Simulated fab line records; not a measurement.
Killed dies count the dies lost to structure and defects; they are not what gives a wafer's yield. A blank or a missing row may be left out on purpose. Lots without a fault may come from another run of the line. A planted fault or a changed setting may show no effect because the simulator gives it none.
Matching of chambers	flow n5_finfet	N5_FIN_SAQP_HM_OPEN_33 on rie_diel-02 has 4 sister chambers
The step chemistry CH3F/O2, target SiNx, target depth 49.4 nm, time 70.6 s. 4 wafers are shown with their chamber, then 9 later ones without.

== WAFERS, EACH WITH ITS CHAMBER ==
wafer	chamber	rf_vpp_V (V)
L082.6	0	300
L083.1	3	296
L083.4	2	313
L083.5	1	298

== WAFERS WHOSE CHAMBER IS MISSING ==
wafer	rf_vpp_V (V)
L084.2	314
L084.3	298
L084.6	296
L085.3	311
L085.5	312
L085.6	298
L086.2	300
L086.3	311
L086.6	301

== WHICH CHAMBER EACH WENT THROUGH ==
wafer	from the rows above	in truth
L084.2	2	2
L084.3	can't be placed: 1 or 0 or 3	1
L084.6	can't be placed: 3 or 1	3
L085.3	2	2
L085.5	2	2
L085.6	can't be placed: 1 or 0 or 3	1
L086.2	can't be placed: 0 or 1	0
L086.3	2	2
L086.6	can't be placed: 0 or 1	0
4 of 9 placed correctly. Unplaceable from these rows: 5, with the true chamber sitting among the candidates in 5. 0 placed wrongly.
How it was worked out, from the rows above alone: a wafer's distance from a chamber is the root of the sum, over the readings, of the square of ((its reading less the chamber's mean) divided by the reading's scatter). If the next closest chamber is less than 2 further off than the closest, the wafer can't be placed; otherwise it belongs to the closest. For every chamber, the mean is computed from those of its wafers that are shown. The scatter: root of mean squared gap, hidden wafer to nearest shown wafer, with one shown wafer a chamber.
